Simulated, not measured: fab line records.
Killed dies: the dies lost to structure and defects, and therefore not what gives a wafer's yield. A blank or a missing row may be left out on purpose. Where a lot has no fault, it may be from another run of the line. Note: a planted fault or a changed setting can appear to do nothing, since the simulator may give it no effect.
Chamber matching    flow n5 finfet    N5_GATE_CUT_ALD_22 on ald sin-04: 4 sister chambers
The step deposits SiNx, target thk 16 nm, pulse time 1 s, ald cycles 320. 4 wafers are shown with their chamber, then 10 later ones without.

## WAFERS PAIRED WITH THEIR CHAMBERS
wafer   chamber  heater power w (W)
L083.2  1        873
L083.4  0        914
L088.1  2        687
L088.2  3        862

## WAFERS WHOSE CHAMBER IS MISSING
wafer   heater power w (W)
L088.5  696
L094.1  920
L094.2  863
L094.5  906
L096.1  886
L096.2  931
L096.6  874
L097.1  885
L097.3  840
L097.5  687

## CHAMBER TAKEN BY EACH
wafer   from the rows above           in truth
L088.5  2                             2
L094.1  0                             0
L094.2  can't be placed: 3 or 1       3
L094.5  0                             0
L096.1  can't be placed: 1 or 3 or 0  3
L096.2  0                             0
L096.6  can't be placed: 1 or 3       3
L097.1  can't be placed: 1 or 3 or 0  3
L097.3  can't be placed: 3 or 1       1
L097.5  2                             2
Correctly placed: 5 of 10. Not placeable from these rows: 5 (in 5, the candidates include the true chamber). 0 placed wrongly.
How it was worked out, from the rows above alone: a wafer's distance from a chamber is the root of the sum, over the readings, of the square of ((its reading less the chamber's mean) divided by the reading's scatter). The wafer belongs to the nearest chamber; if the next one is less than 2 further off, it can't be placed. A chamber's mean is the mean of its shown wafers. The scatter (one wafer shown for each chamber): square how far every hidden wafer sits from the nearest shown wafer, average those squares and take the square root.
